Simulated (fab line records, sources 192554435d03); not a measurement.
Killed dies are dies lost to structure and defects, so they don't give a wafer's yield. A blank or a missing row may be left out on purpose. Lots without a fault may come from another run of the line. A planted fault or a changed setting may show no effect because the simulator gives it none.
Chamber matching | flow n5_finfet | N5_BEOL_M0_SAQP_ETCH_88 on rie_diel-03: 4 sister chambers
The step etches underlayer in N2/H2, target depth 6.5 nm, time 5.2 s. 8 wafers are shown with their chamber, then 7 later ones without.

WAFERS WITH THEIR CHAMBER
wafer  | chamber | showerhead_plenum_p_Torr (Torr) | throttle_valve_pct (%)
L088.4 | 0       | 2.53                            | 18.16
L089.3 | 2       | 2.63                            | 17.93
L089.4 | 0       | 2.52                            | 18.17
L091.1 | 3       | 2.71                            | 17.50
L091.4 | 1       | 2.44                            | 18.16
L091.5 | 2       | 2.63                            | 17.91
L092.1 | 1       | 2.44                            | 18.19
L092.2 | 3       | 2.71                            | 17.52

WAFERS WITHOUT THEIR CHAMBER
wafer  | showerhead_plenum_p_Torr (Torr) | throttle_valve_pct (%)
L092.5 | 2.71                            | 17.49
L095.1 | 2.52                            | 18.18
L095.2 | 2.62                            | 17.95
L095.3 | 2.43                            | 18.20
L097.2 | 2.70                            | 17.54
L097.4 | 2.62                            | 17.95
L097.5 | 2.52                            | 18.20

WHICH CHAMBER EACH WENT THROUGH
wafer  | from the rows above | in truth
L092.5 | 3                   | 3
L095.1 | 0                   | 0
L095.2 | 2                   | 2
L095.3 | 1                   | 1
L097.2 | 3                   | 3
L097.4 | 2                   | 2
L097.5 | 0                   | 0
Placed correctly: 7 of 7. Can't be placed from these rows: 0. Placed wrongly: 0.
How it was worked out, from the rows above alone: a wafer's distance from a chamber is the root of the sum, over the readings, of the square of ((its reading less the chamber's mean) divided by the reading's scatter). The wafer belongs to the nearest chamber; if the next one is less than 2 further off, it can't be placed. A chamber's mean is the mean of its shown wafers. The scatter: the root of (the sum of the squares of (reading less its chamber's mean) over the shown wafers, divided by (wafers less chambers)).
